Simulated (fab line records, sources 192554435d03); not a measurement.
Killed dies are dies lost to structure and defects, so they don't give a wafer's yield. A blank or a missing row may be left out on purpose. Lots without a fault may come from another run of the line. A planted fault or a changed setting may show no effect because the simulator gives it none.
Which tool did it? | flow n5_finfet | 10 lots, 29 wafers sampled, at 5 steps of a route of 1938

WHAT THE GAUGES READ, wafer by wafer
N5_WELL_APT_CD_MEAS_08: target cd 200 nm. Usual: cd_nm 200.1 nm, standard deviation 2.2.
lot  | measured    | on        | cd_nm (nm)        | flag
L848 | day 1 14:05 | cd_sem-03 | 201.9 199.5 200.4 |
L853 | day 2 19:41 | cd_sem-03 | 195.3 201.2 198.1 |
L854 | day 3 02:03 | cd_sem-01 | 201.3 199.9 202.5 |
L857 | day 3 19:41 | cd_sem-02 | 202.3 200.8 203.9 |
L858 | day 4 02:02 | cd_sem-02 | 201.9 200.3 201.5 |
L865 | day 5 20:10 | cd_sem-03 | 200.6 202.9 201.0 |
L867 | day 6 07:49 | cd_sem-01 | 201.1 196.9       |
L868 | day 6 13:43 | cd_sem-01 | 196.2 198.7 199.8 |
L870 | day 7 01:52 | cd_sem-03 | 198.2 196.3 200.4 |
L871 | day 7 07:34 | cd_sem-02 | 203.1 200.3 200.9 |

N5_BEOL_M4_RC_MEAS_101. Usual: CJ_N 4.30, standard deviation 0.076; DIBL_N 36.1 mV/V, standard deviation 2; DIBL_P 36.3 mV/V, standard deviation 2.4; IOFF_N 0.15 nA/um, standard deviation 0.035; IOFF_P 0.21 nA/um, standard deviation 0.039; ION_N 672 uA/um, standard deviation 15; ION_P 463 uA/um, standard deviation 9.7; SS_N 71.5 mV/dec, standard deviation 0.7; SS_P 73.2 mV/dec, standard deviation 0.75; VT_N 251 mV, standard deviation 3.6; VT_P -250 mV, standard deviation 3.8.
lot  | measured     | on        | CJ_N           | DIBL_N (mV/V)  | DIBL_P (mV/V)  | IOFF_N (nA/um) | IOFF_P (nA/um) | ION_N (uA/um) | ION_P (uA/um) | SS_N (mV/dec)  | SS_P (mV/dec)  | VT_N (mV)   | VT_P (mV)      | flag
L848 | day 8 06:25  | prober-01 | 4.25 4.13 4.27 | 33.8 35.8 36.9 | 33.2 36.5 37.2 | 0.12 0.14 0.15 | 0.18 0.22 0.24 | 676 670 669   | 466 468 466   | 70.3 71.2 71.5 | 72.8 73.4 73.8 | 255 252 253 | -252 -247 -248 |
L853 | day 9 03:31  | prober-02 | 4.26 4.22 4.26 | 37.0 34.6 35.8 | 38.5 35.6 36.7 | 0.18 0.13 0.16 | 0.27 0.20 0.23 | 695 671 691   | 480 468 478   | 71.8 71.5 70.7 | 74.5 73.2 74.0 | 247 254 248 | -246 -248 -247 |
L854 | day 9 14:43  | prober-02 | 5.03 4.90 4.87 | 39.3 37.8 37.5 | 39.7 38.4 38.9 | 0.19 0.16 0.16 | 0.22 0.20 0.20 | 669 675 667   | 456 462 453   | 72.5 72.7 72.4 | 74.2 73.3 73.7 | 247 250 249 | -252 -257 -253 | OFF
L857 | day 10 05:58 | prober-02 | 5.05 4.90 5.00 | 37.3 37.1 32.6 | 37.2 36.4 31.1 | 0.17 0.16 0.10 | 0.27 0.26 0.18 | 665 663 643   | 466 467 460   | 71.6 72.2 70.5 | 73.5 73.6 71.3 | 250 250 258 | -244 -245 -247 | OFF
L858 | day 10 05:26 | prober-01 | 5.07 5.04 5.17 | 34.3 36.4 37.9 | 34.5 38.1 38.4 | 0.11 0.16 0.16 | 0.15 0.21 0.20 | 651 669 668   | 442 457 453   | 71.9 71.8 71.6 | 72.8 73.1 73.3 | 256 249 253 | -254 -253 -254 | OFF
L865 | day 12 15:20 | prober-02 | 4.38 4.34 4.25 | 37.7 36.5 33.0 | 37.9 36.8 32.1 | 0.17 0.17 0.10 | 0.25 0.25 0.16 | 685 682 655   | 477 478 458   | 72.1 71.6 70.3 | 73.7 73.6 71.6 | 249 249 259 | -248 -247 -254 |
L867 | day 12 20:45 | prober-01 | 4.25 4.41      | 36.2 37.4      | 37.2 38.7      | 0.15 0.18      | 0.19 0.21      | 660 691       | 455 469       | 71.9 71.7      | 73.4 73.3      | 251 248     | -253 -250      |
L868 | day 12 23:37 | prober-02 | 4.13 4.27 4.31 | 36.1 34.5 33.7 | 38.5 35.5 33.6 | 0.17 0.14 0.12 | 0.24 0.20 0.17 | 673 666 662   | 474 462 456   | 71.7 72.0 71.0 | 74.1 73.4 72.7 | 250 250 252 | -250 -251 -255 |
L870 | day 13 23:06 | prober-01 | 4.35 4.35 4.40 | 36.3 39.6 36.0 | 35.1 39.1 34.1 | 0.13 0.19 0.12 | 0.21 0.27 0.19 | 647 680 656   | 451 464 458   | 71.1 72.3 71.3 | 72.2 73.1 72.6 | 254 246 256 | -247 -248 -253 |
L871 | day 13 18:54 | prober-02 | 4.30 4.26 4.32 | 37.6 35.1 38.3 | 36.7 33.4 38.3 | 0.17 0.13 0.19 | 0.24 0.19 0.27 | 673 661 701   | 467 461 481   | 71.1 70.7 71.2 | 74.5 72.1 73.5 | 249 252 247 | -247 -249 -243 |

WHICH TOOL RAN EACH LOT (tool, then ch and the chambers of the sampled wafers, then the start)
lot  | N5_ZERO_LAYER_PECVD_02         | N5_ZERO_LAYER_ETCH_17             | N5_WELL_APT_IMPLANT_32
L848 | pecvd-01 ch 0,1, day 1 12:17   | rie_diel-02 ch 0,1,2, day 1 13:07 | implanter-01 ch 0, day 1 16:01
L853 | pecvd-02 ch 0,1,2, day 2 18:17 | rie_diel-06 ch 0,2, day 2 18:50   | implanter-02 ch 0, day 2 21:56
L854 | pecvd-01 ch 0,1, day 3 00:19   | rie_diel-06 ch 0,1,2, day 3 01:10 | implanter-02 ch 0, day 3 03:37
L857 | pecvd-01 ch 0,1, day 3 18:18   | rie_diel-06 ch 0,2, day 3 18:49   | implanter-02 ch 0, day 3 21:34
L858 | pecvd-04 ch 1,2, day 4 00:17   | rie_diel-06 ch 0,2,3, day 4 01:02 | implanter-02 ch 0, day 4 03:32
L865 | pecvd-02 ch 0,1,2, day 5 18:17 | rie_diel-03 ch 0,1,2, day 5 18:58 | implanter-01 ch 0, day 5 21:41
L867 | pecvd-02 ch 0,1, day 6 06:17   | rie_diel-03 ch 0,3, day 6 06:50   | implanter-01 ch 0, day 6 09:27
L868 | pecvd-02 ch 0,1, day 6 12:18   | rie_diel-06 ch 0,3, day 6 12:52   | implanter-02 ch 0, day 6 16:01
L870 | pecvd-04 ch 0,1, day 7 00:17   | rie_diel-02 ch 1,2,3, day 7 00:54 | implanter-01 ch 0, day 7 03:23
L871 | pecvd-01 ch 1,2, day 7 06:17   | rie_diel-03 ch 0,1, day 7 06:43   | implanter-02 ch 0, day 7 09:25
- N5_ZERO_LAYER_PECVD_02: deposits SiO2 from SiH4/N2O, target thk 10 nm, time 6 s.
- N5_ZERO_LAYER_ETCH_17: etches SiO2 in CF4, target depth 12 nm, time 13.3 s.
- N5_WELL_APT_IMPLANT_32

WHAT THE TOOLS THEMSELVES READ (means of the sampled wafers that have a number; where no wafer has one, the mark that the record gives instead)
N5_ZERO_LAYER_PECVD_02. Usual: chamber_pressure_Torr 0.7502 Torr, standard deviation 0.0017; heater_power_w 758 W, standard deviation 90; rf_fwd_power_W 272.5 W, standard deviation 1.1; showerhead_plenum_p_Torr 8.14 Torr, standard deviation 0.12.
lot  | tool     | chamber_pressure_Torr (Torr) | heater_power_w (W) | rf_fwd_power_W (W) | showerhead_plenum_p_Torr (Torr) | flag
L848 | pecvd-01 | 0.7509                       | 735                | 272.9              | 8.25                            |
L853 | pecvd-02 | 0.7506                       | 770                | 273.5              | 8.12                            |
L854 | pecvd-01 | 0.7501                       | 742                | 272.7              | 8.23                            |
L857 | pecvd-01 | 0.7523                       | 754                | 273.2              | 8.24                            |
L858 | pecvd-04 | 0.7492                       | 764                | 272.2              | 8.19                            |
L865 | pecvd-02 | 0.7497                       | 817                | 273.0              | 8.13                            |
L867 | pecvd-02 | 0.7502                       | 832                | 273.1              | 8.18                            |
L868 | pecvd-02 | 0.7508                       | 896                | 272.5              | 8.20                            |
L870 | pecvd-04 | 0.7509                       | 838                | 273.2              | 8.19                            |
L871 | pecvd-01 | 0.7499                       | 691                | 272.2              | 8.20                            |

N5_ZERO_LAYER_ETCH_17. Usual: drypump_motor_current_A 5.9 A, standard deviation 0.45; oes_product_au 0.77 a.u., standard deviation 0.09; rf_fwd_power_W 446.1 W, standard deviation 1.7; rf_vpp_V 950 V, standard deviation 3.9; showerhead_plenum_p_Torr 2.16 Torr, standard deviation 0.059; throttle_valve_pct 15.71 %, standard deviation 0.25.
lot  | tool        | drypump_motor_current_A (A) | oes_product_au (a.u.) | rf_fwd_power_W (W) | rf_vpp_V (V) | showerhead_plenum_p_Torr (Torr) | throttle_valve_pct (%) | flag
L848 | rie_diel-02 | 6.3                         | 0.77                  | 446.6              | 951          | 2.18                            | 15.62                  |
L853 | rie_diel-06 | 5.6                         | 0.81                  | 445.5              | 951          | 2.17                            | 15.88                  |
L854 | rie_diel-06 | 5.6                         | 0.79                  | 448.1              | 949          | 2.16                            | 15.83                  |
L857 | rie_diel-06 | 5.8                         | 0.85                  | 444.8              | 950          | 2.18                            | 15.83                  |
L858 | rie_diel-06 | 5.6                         | 0.87                  | 445.1              | 952          | 2.21                            | 15.66                  |
L865 | rie_diel-03 | 6.2                         | 0.70                  | 446.0              | 948          | 2.12                            | 15.79                  |
L867 | rie_diel-03 | 6.0                         | 0.68                  | 443.4              | 950          | 2.15                            | 15.69                  |
L868 | rie_diel-06 | 5.6                         | 0.89                  | 443.5              | 955          | 2.24                            | 15.47                  |
L870 | rie_diel-02 | 6.0                         | 0.78                  | 446.8              | 947          | 2.13                            | 15.65                  |
L871 | rie_diel-03 | 6.0                         | 0.71                  | 446.1              | 945          | 2.08                            | 15.68                  |

N5_WELL_APT_IMPLANT_32. Usual: beam_energy_keV 49.994, standard deviation 0.017; dose_ions_cm2 1.9999e+13, standard deviation 2.2e+10; faraday_current_uA 254, standard deviation 5.3.
lot  | tool         | beam_energy_keV | dose_ions_cm2 | faraday_current_uA | flag
L848 | implanter-01 | 50.018          | 2.0000e+13    | 256                |
L853 | implanter-02 | 50.016          | 2.0021e+13    | 257                |
L854 | implanter-02 | 49.993          | 2.6527e+13    | 340                | OFF
L857 | implanter-02 | 49.987          | 2.6533e+13    | 339                | OFF
L858 | implanter-02 | 49.993          | 2.6535e+13    | 334                | OFF
L865 | implanter-01 | 49.994          | 2.0021e+13    | 254                |
L867 | implanter-01 | 49.989          | 1.9970e+13    | 247                |
L868 | implanter-02 | 49.982          | 1.9999e+13    | 258                |
L870 | implanter-01 | 49.999          | 2.0029e+13    | 253                |
L871 | implanter-02 | 50.012          | 1.9978e+13    | 252                |

THE ANSWER, worked out from the rows above alone
Rule: a lot is off if the mean of its wafers that have a number lies more than 3 standard deviations from the usual mean. A lot without any number at a reading at which 4 lots or more have one is off too. The other lots that the step has rows for count as sound. The gauges are gone through in route order, then the tools' own readings, and for those a lot's mean is taken as printed above. The first step at which some lot is off is used, and at that step the reading that is off furthest; a lot without a number counts as furthest.
Off: L854, L857, L858, at N5_BEOL_M4_RC_MEAS_101 (CJ_N).
A tool fits if, at a process step before that reading, it ran every lot that is off, and no sound lot after the first of them. The gauges at N5_BEOL_M4_RC_MEAS_101 aren't tried: what is off there is off at N5_WELL_APT_IMPLANT_32 too, on other tools, and a gauge's error can't cause that. None of those tried fits.

WHAT THE SIMULATOR HAD PUT IN
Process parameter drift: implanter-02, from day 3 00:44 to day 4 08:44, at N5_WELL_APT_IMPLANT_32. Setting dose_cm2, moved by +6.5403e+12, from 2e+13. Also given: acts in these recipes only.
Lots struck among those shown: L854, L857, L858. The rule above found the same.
